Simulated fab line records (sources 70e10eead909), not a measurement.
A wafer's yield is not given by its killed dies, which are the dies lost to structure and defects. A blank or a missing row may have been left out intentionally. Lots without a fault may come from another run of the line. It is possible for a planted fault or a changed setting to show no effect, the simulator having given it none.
Matching of chambers | flow nandHarc | 4 sister chambers for NHARC_A_CHANNEL_HOLE_D2_DESCUM_15 on rieDiel-12
The step chemistry O2, time 3 s. 14 wafers are shown with their chamber, then 7 later ones without.

## WAFERS, EACH WITH ITS CHAMBER
wafer  | chamber | drypumpMotorCurrentA (A) | rfVppV (V) | throttleValvePct (%)
L076.1 | 0       | 5.9                      | 57.1       | 11.317
L076.2 | 2       | 5.9                      | 58.0       | 11.314
L076.5 | 2       | 5.9                      | 57.8       | 11.310
L077.4 | 2       | 5.9                      | 57.3       | 11.314
L077.5 | 0       | 5.9                      | 57.5       | 11.318
L077.6 | 3       | 6.5                      | 58.0       | 11.307
L079.2 | 1       | 5.8                      | 58.1       | 11.307
L079.4 | 2       | 5.9                      | 56.4       | 11.302
L079.5 | 0       | 5.9                      | 57.7       | 11.321
L080.4 | 3       | 6.5                      | 58.6       | 11.311
L080.5 | 3       | 6.5                      | 58.6       | 11.312
L080.6 | 2       | 5.9                      | 57.4       | 11.312
L086.1 | 3       | 6.4                      | 58.7       | 11.294
L086.2 | 2       | 5.9                      | 56.0       | 11.309

SIGNATURES (means of the wafers above)
reading              | chamber 0 | chamber 1 | chamber 2 | chamber 3 | scatter within a chamber
drypumpMotorCurrentA | 5.900     | 5.800     | 5.900     | 6.475     | 0.0274
rfVppV               | 57.433    | 58.100    | 57.150    | 58.475    | 0.601
throttleValvePct     | 11.31867  | 11.30700  | 11.31017  | 11.30600  | 0.00562
Rule: distance of a wafer from a chamber = root of the sum over the readings of ((wafer's reading minus chamber's mean) / reading's scatter) squared. The wafer belongs to the nearest chamber; if the next one is less than 2 further off, it can't be placed. The scatter: take each reading less its chamber's mean, square it, sum over the shown wafers, divide by the number of wafers less the number of chambers, and take the root.

## WAFERS WHOSE CHAMBER IS MISSING
wafer  | drypumpMotorCurrentA (A) | rfVppV (V) | throttleValvePct (%)
L086.5 | 5.9                      | 58.5       | 11.314
L089.2 | 5.8                      | 57.6       | 11.300
L089.4 | 5.9                      | 58.6       | 11.330
L089.6 | 6.5                      | 57.2       | 11.304
L094.1 | 5.8                      | 57.3       | 11.312
L094.2 | 6.5                      | 59.6       | 11.305
L094.5 | 5.8                      | 57.5       | 11.315

## CHAMBER TAKEN BY EACH
wafer  | from the rows above          | in truth
L086.5 | can't be placed: 0 or 2 or 1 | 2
L089.2 | 1                            | 1
L089.4 | can't be placed: 0 or 2      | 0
L089.6 | 3                            | 3
L094.1 | 1                            | 1
L094.2 | 3                            | 3
L094.5 | can't be placed: 1 or 0      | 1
Correct placement for 4 of the 7. From these rows, 3 cannot be placed; in 3 the true chamber is one of the candidates. Placed wrongly: 0.
